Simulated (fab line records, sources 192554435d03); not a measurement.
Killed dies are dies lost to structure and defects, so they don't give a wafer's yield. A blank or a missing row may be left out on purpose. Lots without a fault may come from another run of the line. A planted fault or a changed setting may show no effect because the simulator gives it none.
fab line records | flow n5_finfet
record lots=11 wafers=33 last_day=20
route steps=1938 shown HKMG_FIN@457 MIM_TOP_ETCH@1851 MIM_BOT_LITHO@1863 PASSIVATION@1928
lots that met no fault: from a run of the same line without faults
start_h: hours from the record's first day to the start of the lot's first wafer shown | wait_h: hours since the lot's step before | " the same as in the row above | L1.1+2: a row that stands for several wafers | - no value, or no start given | * or withheld: withheld | < > ~ a bound
route shown NAME@n: a module of which the file shows steps, and the number in the route of the first | usual: mean/standard deviation of fault-free wafers | same: alike in all rows | chamber/n: place in a boat | sites: the reading at each site | _std_site: their standard deviation | _edge_site: outer sites' mean less inner sites' | radius_mm: how far each site lies from the wafer's centre | mask NAME#n: copy n | behind: the tool/chamber that last shaped the wafer | hold: why the lot was held/for how many hours/how that ended | device: the transistor (n, p or np) that didn't switch | end of line: the same wafers' tests at the end of the route | a step without rows: its recipe alone | killed: dies lost to structure and defects at the first sort, not the wafer's yield | map: a wafer's dies, x killed, . not, _ none there
set.NAME: the setting as run; set.NAME@STEP: as run at that earlier step | model.NAME: the simulator's own value behind a step, which no gauge read
steps of the route over a sample of lots; a table a step, a row a wafer
services: from which hour (start_h, from the record's first day; less than 0 if before it) a tool's chamber was out of use, for how many hours, and why
## steps
# step N5_HKMG_FIN_ALD_72
# recipe material=W target_thk_a=20 temp_c=300 pressure_torr=7.5 ald_precursor_family=WF6 ald_co_reactant=B2H6 pulse_time_s=1 purge_time_s=2 co_reactant_purge_time_s=2 co_reactant_pulse_time_s=3 ald_cycles=7
# usual heater_power_outer_w=271/29 heater_power_w=477/70 precursor_pulse_height_rel=1.002/0.02
# columns lot.wafer tool chamber start_h wait_h heater_power_outer_w heater_power_w precursor_pulse_height_rel since_wet_clean_h
L584.1 cvd_w-01 0 84.57 0.2 296 547 1.019 253
L584.3 " 1 " " 234 378 1.006 -
L584.6 " 0 " " 297 550 1.008 -
L585.1 cvd_w-01 0 90.59 0.2 311 553 1.037 259
L585.4 " 1 " " 230 401 1.028 -
L585.6 " 0 " " 296 576 0.987 -
L586.3 cvd_w-02 0 99.58 0.2 265 449 1.010 -
L586.5 " 0 " " 266 450 0.993 -
L586.6 " 1 " " 282 516 1.006 -
L587.2 cvd_w-01 1 107.59 0.2 241 391 0.972 276
L587.4 " 0 " " 299 561 1.009 -
L587.6 " 0 " " 294 568 1.023 -
L588.2 cvd_w-01 0 113.60 0.2 300 540 1.013 282
L588.3 " 0 " " 307 576 1.013 -
L588.4 " 1 " " 236 390 1.019 -
L590.1 cvd_w-01 0 129.39 0.2 310 544 1.000 297
L590.2 " 1 " " 238 392 0.989 297
L590.5 " 1 " " 236 391 1.017 -
L592.2 cvd_w-01 1 134.13 0.2 235 410 0.956 302
L592.3 " 0 " " 301 559 0.966 -
L592.4 " 1 " " 236 400 1.035 -
L599.2 cvd_w-01 1 172.55 0.2 241 384 0.979 341
L599.4 " 0 " " 299 555 0.989 -
L599.5 " 1 " " 238 411 1.016 -
L600.1 cvd_w-01 0 178.46 0.2 306 560 1.000 346
L600.2 " 1 " " 240 397 0.999 346
L600.4 " 1 " " 236 394 1.023 -
L602.1 cvd_w-02 0 190.32 0.2 271 442 0.979 872
L602.5 " 0 " " 268 447 0.964 -
L602.6 " 1 " " 283 513 1.034 -
L605.2 cvd_w-02 1 210.34 0.2 282 505 1.008 892
L605.3 " 0 " " 266 447 1.017 -
L605.4 " 1 " " 293 510 1.000 -
# step N5_MIM_TOP_ETCH_ETCH_00
# recipe chemistry=Cl2/BCl3 target=TiN target_depth_a=385 ion_energy_ev=150 pressure_mtorr=10 icp_w=1000 bias_w=126 Cl2_flow_sccm=53.25 bcl3_flow_sccm=21.75 Ar_flow_sccm=25
# usual drypump_motor_current_A=5.8/0.35 oes_product_au=0.79/0.081 throttle_valve_pct=22.71/0.26
# columns lot.wafer tool chamber start_h wait_h drypump_motor_current_A oes_product_au rf_hours_counter_h throttle_valve_pct
L584.1 rie_metal-02 1 324.54 0.1 6.1 0.91 9 22.87
L584.3 " 1 " " 6.0 0.91 - 22.89
L584.6 " 1 " " 6.0 0.91 - 22.90
L585.1 rie_metal-01 1 339.98 0.1 5.9 0.87 12 22.34
L585.4 " 0 " " 5.0 0.78 - 22.67
L585.6 " 0 " " 5.0 0.77 - 22.66
L586.3 rie_metal-03 0 348.20 0.1 5.7 0.77 - 22.44
L586.5 " 0 " " 5.8 0.77 - 22.42
L586.6 " 1 " " 5.6 0.72 - 22.71
L590.1 rie_metal-03 1 358.97 0.1 5.7 0.71 75 22.73
L590.2 " 0 " " 5.7 0.77 56 22.43
L590.5 " 0 " " 5.8 0.77 - 22.44
L588.2 rie_metal-02 0 376.16 0.1 6.1 0.66 89 23.24
L588.3 " 1 " " 6.1 0.89 - 22.91
L588.4 " 0 " " 6.2 0.66 - 23.25
L587.2 rie_metal-02 0 377.52 0.1 6.1 0.67 89 23.22
L587.4 " 0 " " 6.2 0.66 - 23.23
L587.6 " 0 " " 6.2 0.67 - 23.23
L592.2 rie_metal-02 0 377.68 0.1 6.2 0.66 90 23.22
L592.3 " 1 " " 6.1 0.88 - 22.90
L592.4 " 0 " " 6.1 0.66 - 23.23
L600.1 rie_metal-01 1 425.66 0.1 5.9 0.85 19 22.36
L600.2 " 0 " " 5.0 0.76 56 22.68
L600.4 " 1 " " 5.9 0.84 - 22.36
L599.2 rie_metal-03 0 437.86 0.1 5.7 0.75 63 22.45
L599.4 " 0 " " 5.8 0.75 - 22.46
L599.5 " 0 " " 5.8 0.75 - 22.46
L602.1 rie_metal-02 0 440.86 0.1 6.1 1.00 0 22.92
L602.5 " 0 " " 6.1 1.00 - 22.92
L602.6 " 1 " " 6.0 0.85 - 22.89
L605.2 rie_metal-03 0 467.64 0.1 5.7 0.75 - 22.45
L605.3 " 0 " " 5.7 0.74 - 22.47
L605.4 " 0 " " 5.7 0.75 - 22.47
# step N5_MIM_BOT_LITHO_OVL_MEAS_11
# recipe points_per_wafer=44
# usual MIM_BOT_OVL=0/5.3
# same points_per_wafer=44
# columns lot.wafer tool chamber start_h wait_h MIM_BOT_OVL[nm]
L584.1 overlay-01 0 325.25 0.0 -4
L584.3 " 0 " " 2
L584.6 " 0 " " -2
L585.1 overlay-01 0 340.78 0.0 -2
L585.4 " 0 " " 2
L585.6 " 0 " " -1
L586.3 overlay-01 0 348.90 0.0 -4
L586.5 " 0 " " 4
L586.6 " 0 " " -8
L590.1 overlay-01 0 359.71 0.0 3
L590.2 " 0 " " -2
L590.5 " 0 " " 0
L588.2 overlay-01 0 376.92 0.0 0
L588.3 " 0 " " 3
L588.4 " 0 " " -2
L587.2 overlay-01 0 378.35 0.0 12
L587.4 " 0 " " 11
L587.6 " 0 " " 5
L592.2 overlay-01 0 378.42 0.1 -6
L592.3 " 0 " " 5
L592.4 " 0 " " -3
L600.1 overlay-01 0 426.26 0.0 13
L600.2 " 0 " " -3
L600.4 " 0 " " 1
L599.2 overlay-02 0 438.45 0.0 -8
L599.4 " 0 " " -7
L599.5 " 0 " " -9
L602.1 overlay-02 0 441.57 0.0 0
L602.5 " 0 " " -6
L602.6 " 0 " " 1
L605.2 overlay-01 0 468.44 0.0 -7
L605.3 " 0 " " -5
L605.4 " 0 " " -4
# step N5_PASSIVATION_DESCUM_46
# recipe chemistry=O2 time_s=7.9 source_power_w=50 bias_power_w=20 pressure_mtorr=20 rf_frequency_hz=2.712e+07 temp_c=40 o2_flow_sccm=225
# usual drypump_motor_current_A=5.6/0.56 oes_product_au=0.80/0.086 rf_vpp_V=243.0/1.3 showerhead_plenum_p_Torr=2.09/0.069 throttle_valve_pct=20.18/0.14
# columns lot.wafer tool chamber start_h wait_h drypump_motor_current_A oes_product_au rf_hours_counter_h rf_vpp_V showerhead_plenum_p_Torr throttle_valve_pct
L584.1 rie_diel-04 3 332.46 0.0 6.6 0.96 3 241.8 2.16 20.17
L584.3 " 2 " " 4.9 0.70 200 245.2 2.06 19.97
L584.6 " 3 " " 6.6 0.96 - 244.8 2.16 20.16
L585.1 rie_diel-04 0 347.15 1.0 5.7 0.90 29 242.9 2.05 19.98
L585.4 " 3 " " 6.6 0.96 9 245.2 2.16 20.17
L585.6 " 3 " " 6.6 0.94 - 244.2 2.16 20.19
L586.3 rie_diel-04 1 356.08 0.0 6.3 0.80 98 243.7 2.09 20.36
L586.5 " 0 " " 5.7 0.88 - 242.3 2.05 19.98
L586.6 " 3 " " 6.5 0.93 - 243.6 2.16 20.19
L590.1 rie_diel-01 3 366.47 0.0 5.6 0.77 130 241.4 2.02 20.13
L590.2 " 1 " " 5.1 0.68 234 243.9 2.16 20.52
L590.5 " 3 " " 5.6 0.77 - 240.5 2.02 20.13
L588.2 rie_diel-04 3 384.51 0.2 6.5 0.90 24 244.0 2.15 20.21
L588.3 " 0 " " 5.7 0.87 44 241.7 2.04 20.01
L588.4 " 2 " " 4.9 0.69 215 241.3 2.05 20.00
L587.2 rie_diel-04 1 388.11 0.0 6.3 0.78 110 242.0 2.08 20.40
L587.4 " 0 " " 5.7 0.85 45 242.5 2.04 20.00
L587.6 " 1 " " 6.4 0.78 - 243.9 2.08 20.40
L592.2 rie_diel-05 2 389.54 0.0 5.4 0.72 207 242.9 2.06 20.03
L592.3 " 1 " " 6.4 0.79 103 241.0 2.01 20.07
L592.4 " 3 " " 5.3 0.82 85 242.7 2.02 20.19
L600.1 rie_diel-01 0 433.03 0.0 5.5 0.94 25 242.7 2.06 20.20
L600.2 " 2 " " 5.3 0.81 69 243.9 2.23 20.19
L600.4 " 2 " " 5.2 0.81 - 245.3 2.23 20.16
L599.2 rie_diel-01 3 446.04 0.2 5.6 0.75 161 242.8 2.01 20.18
L599.4 " 0 " " 5.5 0.92 32 241.8 2.06 20.24
L599.5 " 0 " " 5.5 0.91 - 241.8 2.06 20.22
L602.1 rie_diel-05 1 447.84 0.0 6.4 0.78 124 240.9 2.00 20.06
L602.5 " 2 " " 5.3 0.69 - 244.1 2.05 20.11
L602.6 " 3 " " 5.2 0.80 - 242.1 2.02 20.22
L605.2 rie_diel-05 1 474.27 0.0 6.4 0.77 135 241.7 2.00 20.08
L605.3 " 0 " " 5.3 0.72 198 244.6 2.07 20.38
L605.4 " 3 " " 5.2 0.80 116 241.2 2.01 20.24
# step N5_PASSIVATION_PROBE_49
# usual defect_limited_yield=91.4/1.4 killed_at_M0_to_M3=34/9.1 killed_at_M4_up=14/5.2 killed_at_contacts=12/6.4 killed_at_front_end=38/11 killed_at_other=3.7/2.8 killed_dies=102/17 killed_open=68/13 killed_short=32/7.8 sort_bin_4_leakage=0.05/0.3 sort_bin_5_function=5.1/1 sort_bin_6_memory=3.2/0.66 sort_n_pass=1076/19 sort_yield_pct=91.2/1.6
# same gross_dies=1180 killed_at_back_side=0 sort_bin_8_speed[%]=0
# columns lot.wafer tool chamber start_h wait_h defect_limited_yield[%] killed_at_M0_to_M3 killed_at_M4_up killed_at_contacts killed_at_front_end killed_at_other killed_dies killed_open killed_short sort_bin_4_leakage[%] sort_bin_5_function[%] sort_bin_6_memory[%] sort_n_pass sort_yield_pct[%]
L600.1 prober-01 - 436.11 0.0 81.8 34 14 0 165 2 215 66 26 0 11.6 4.9 965 81.8
L600.2 prober-01 - 436.16 0.1 90.8 33 12 8 53 2 108 74 34 0 5.3 3.6 1072 90.8
L600.4 prober-01 - 436.26 0.2 92.3 25 12 12 41 1 91 68 23 0.34 4.3 3.1 1085 91.9
L599.2 prober-01 - 449.17 0.1 92.4 28 17 21 23 1 90 67 22 0 4.7 2.7 1090 92.4
L599.4 prober-01 - 449.27 0.2 82.5 33 17 5 150 1 206 59 28 0 10.8 4.2 974 82.5
L599.5 prober-01 - 449.32 0.2 91.1 47 14 23 21 0 105 65 39 0 5.6 3.1 1075 91.1
# killed by level:class
L600.1 HKMG_FIN:unspecified=123 BEOL_M3:geometric_particle:open=13 FIN_SAQP:geometric_particle:open=12 DUMMY_GATE:geometric_particle:open=8 FIN_SAQP:geometric_particle:short=7 BEOL_M1:geometric_particle:open=7 BEOL_M2:geometric_particle:open=5 BEOL_M4:geometric_particle:open=5
L600.2 FIN_SAQP:geometric_particle:open=14 FIN_SAQP:geometric_particle:short=11 STI_FIN_REVEAL:geometric_particle:open=10 BEOL_M1:geometric_particle:open=8 MOL_CONTACT_COAG:geometric_particle:open=7 BEOL_M0_SAQP:geometric_particle:short=7 BEOL_M5:geometric_particle:open=6 BEOL_M3:geometric_particle:open=5
L600.4 BEOL_M3:geometric_particle:open=12 FIN_SAQP:geometric_particle:open=10 STI_FIN_REVEAL:geometric_particle:open=9 MOL_CONTACT_COAG:geometric_particle:open=9 BEOL_M2:geometric_particle:open=6 DUMMY_GATE:geometric_particle:open=5 FIN_SAQP:geometric_particle:short=4 GATE_CUT:geometric_particle:short=4
L599.2 MOL_CONTACT_COAG:geometric_particle:open=16 BEOL_M2:geometric_particle:open=13 STI_FIN_REVEAL:geometric_particle:open=6 BEOL_M4:geometric_particle:open=6 MOL_CONTACT_COAG:geometric_particle:short=5 FIN_SAQP:geometric_particle:short=4 GATE_CUT:geometric_particle:open=4 BEOL_M0_SAQP:geometric_particle:short=4
L599.4 HKMG_FIN:unspecified=119 BEOL_M0_SAQP:geometric_particle:open=12 BEOL_M0_SAQP:geometric_particle:short=9 BEOL_M2:geometric_particle:open=7 FIN_SAQP:geometric_particle:open=6 GATE_CUT:geometric_particle:short=6 BEOL_M5:geometric_particle:open=6 DUMMY_GATE:geometric_particle:open=5
L599.5 MOL_CONTACT_COAG:geometric_particle:open=17 BEOL_M0_SAQP:geometric_particle:short=12 BEOL_M0_SAQP:geometric_particle:open=8 MOL_CONTACT_COAG:geometric_particle:short=6 BEOL_M1:geometric_particle:open=6 BEOL_M2:geometric_particle:short=6 BEOL_M2:geometric_particle:open=5 GATE_CUT:geometric_particle:short=4
## services
# columns tool chamber start_h hours kind
cvd_w-01 0 71.10 2.5 repair
rie_metal-03 - 87.47 0.3 repair
cvd_w-01 - 92.03 6.9 pm
cvd_w-01 - 98.93 2.8 pm
rie_diel-01 1 110.94 3.2 repair
rie_diel-01 - 123.84 1.0 repair
rie_diel-04 0 130.04 8.7 repair
rie_metal-03 - 147.94 3.5 repair
rie_metal-02 0 195.10 26.1 repair
rie_diel-04 3 206.48 9.8 repair
rie_metal-02 - 229.43 0.2 repair
rie_metal-03 - 249.34 0.5 repair
rie_metal-02 0 280.06 1.3 repair
cvd_w-01 - 315.23 6.0 pm
rie_metal-03 - 319.56 0.5 repair
rie_metal-02 - 338.13 0.9 repair
cvd_w-01 0 356.97 4.0 repair
cvd_w-01 1 357.86 3.3 repair
rie_diel-04 2 364.60 12.6 repair
cvd_w-01 0 426.23 8.1 repair
cvd_w-01 - 428.64 0.6 repair
rie_diel-04 1 448.62 4.0 repair
rie_metal-02 1 459.45 3.8 repair
rie_diel-04 0 463.17 18.9 repair
## key
first_sign step=N5_PASSIVATION_PROBE_49 reading=killed_at_front_end direction=up sigmas=10 usual=38 struck=158
effect step=N5_PASSIVATION_PROBE_49 reading=killed_dies direction=up sigmas=6.4 usual=102 struck=210
more_kills_born_at N5_HKMG_FIN_ALD_72@cvd_w-01=242
met_at N5_HKMG_FIN_ALD_72
struck_lots L599,L600
struck_wafers L599.4,L600.1
not_acting_at N5_MIM_TOP_ETCH_ETCH_00,N5_MIM_BOT_LITHO_OVL_MEAS_11,N5_PASSIVATION_DESCUM_46
onset_between 134.13 172.55
fault kind=chamber_particle_source tool=cvd_w-01 chamber=0 onset_h=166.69 steps=N5_HKMG_FIN_ALD_72 rate_per_visit_cm2=0.73499 end_h=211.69
